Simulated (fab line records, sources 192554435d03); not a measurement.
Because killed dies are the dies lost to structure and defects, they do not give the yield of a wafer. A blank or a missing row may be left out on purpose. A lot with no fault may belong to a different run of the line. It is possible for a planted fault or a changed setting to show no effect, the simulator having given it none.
Which of the tools did it?    flow n5_finfet    Sampling: 12 lots, 34 wafers, 2 of 1938 route steps

## WHAT EACH GAUGE READ, for each wafer
N5_BEOL_M6_OVL_MEAS_29. Usual: V5_OVL -0.6 nm, standard deviation 0.58.
lot   measured      on          V5_OVL (nm)     flag
L893  day 8 21:55   overlay-02  -0.6 -0.3       
L895  day 9 13:59   overlay-01  -0.7 -0.1 -0.6  
L896  day 9 14:03   overlay-02  0.4 -0.1 0.2    
L897  day 10 05:19  overlay-02  0.4 0.9 0.2     
L899  day 10 11:14  overlay-02  -0.6 -0.4 -0.9  
L900  day 10 19:26  overlay-01  -1.5 -0.9 -1.1  
L901  day 10 19:37  overlay-02  -0.8 -1.3 -0.6  
L904  day 11 15:44  overlay-02  -0.8 -0.8       
L909  day 12 22:54  overlay-02  -1.9 -0.5 -0.1  
L913  day 14 00:19  overlay-02  0.0 -0.4 -1.2   
L915  day 14 09:14  overlay-02  -1.5 -1.2 -1.2  
L914  day 14 11:13  overlay-02  -0.4 0.2 -0.5   

## WHICH TOOL RAN EACH LOT (tool, then ch and the chambers of the sampled wafers, then the start)
lot   N5_BEOL_M6_STRIP_19
L893  rie_diel-03 ch 0,3, day 8 20:21
L895  rie_diel-06 ch 0,1,2, day 9 12:12
L896  rie_diel-06 ch 1,2,3, day 9 13:20
L897  rie_diel-04 ch 1,2,3, day 10 04:01
L899  rie_diel-04 ch 0,1,2, day 10 09:58
L900  rie_diel-03 ch 0,1, day 10 17:47
L901  rie_diel-04 ch 0,3, day 10 18:15
L904  rie_diel-03 ch 0,3, day 11 14:14
L909  rie_diel-04 ch 0,2, day 12 22:22
L913  rie_diel-04 ch 0,2, day 13 23:14
L915  rie_diel-03 ch 2,3, day 14 05:28
L914  rie_diel-04 ch 0,2,3, day 14 10:36
- N5_BEOL_M6_STRIP_19: strips in O2.

## AS READ BY THE TOOLS THEMSELVES (means over the sampled wafers that have a number; for cases with no such wafer, the mark the record gives instead)
N5_BEOL_M6_STRIP_19. Usual: drypump_motor_current_A 5.7 A, standard deviation 0.55; o2_flow_sccm 225.1 sccm, standard deviation 0.58; oes_product_au 0.82 a.u., standard deviation 0.077; rf_vpp_V 3.7 V, standard deviation 0.62; showerhead_plenum_p_Torr 2.05 Torr, standard deviation 0.063; throttle_valve_pct 16.67 %, standard deviation 0.21.
lot   tool         drypump_motor_current_A (A)  o2_flow_sccm (sccm)  oes_product_au (a.u.)  rf_vpp_V (V)  showerhead_plenum_p_Torr (Torr)  throttle_valve_pct (%)  flag
L893  rie_diel-03  5.8                          224.4                0.90                   3.3           2.19                             16.60                   
L895  rie_diel-06  5.2                          225.1                0.77                   3.7           2.00                             16.67                   
L896  rie_diel-06  5.6                          224.8                0.82                   3.6           2.02                             16.74                   
L897  rie_diel-04  5.8                          225.3                0.78                   4.0           2.06                             16.79                   
L899  rie_diel-04  5.8                          224.9                0.75                   2.8           2.04                             16.69                   
L900  rie_diel-03  5.5                          224.9                0.79                   3.3           2.09                             16.91                   
L901  rie_diel-04  5.6                          224.7                0.81                   4.2           2.04                             16.86                   
L904  rie_diel-03  5.8                          225.1                0.86                   4.0           2.17                             16.61                   
L909  rie_diel-04  5.6                          225.0                0.79                   4.3           2.01                             16.59                   
L913  rie_diel-04  5.6                          224.8                0.78                   3.7           2.01                             16.61                   
L915  rie_diel-03  5.4                          224.9                0.84                   3.2           2.10                             16.43                   
L914  rie_diel-04  5.6                          224.9                0.81                   3.8           2.03                             16.72                   

## THE ANSWER, worked out from the rows above alone
Rule: a lot counts as off when the mean over its wafers that have a number is more than 3 standard deviations away from the usual mean. Also off: a lot with no number at a reading for which 4 or more lots have one. All remaining lots with rows at the step are treated as sound. Order of review: gauges by route order, followed by the tools' own readings, for which a lot's mean as printed above is used. The first step at which some lot is off is used, and at that step the reading that is off furthest; a lot without a number counts as furthest.
Across all readings shown, no lot is off: no conclusion can be drawn from this.

## WHAT WAS PUT IN BY THE SIMULATOR
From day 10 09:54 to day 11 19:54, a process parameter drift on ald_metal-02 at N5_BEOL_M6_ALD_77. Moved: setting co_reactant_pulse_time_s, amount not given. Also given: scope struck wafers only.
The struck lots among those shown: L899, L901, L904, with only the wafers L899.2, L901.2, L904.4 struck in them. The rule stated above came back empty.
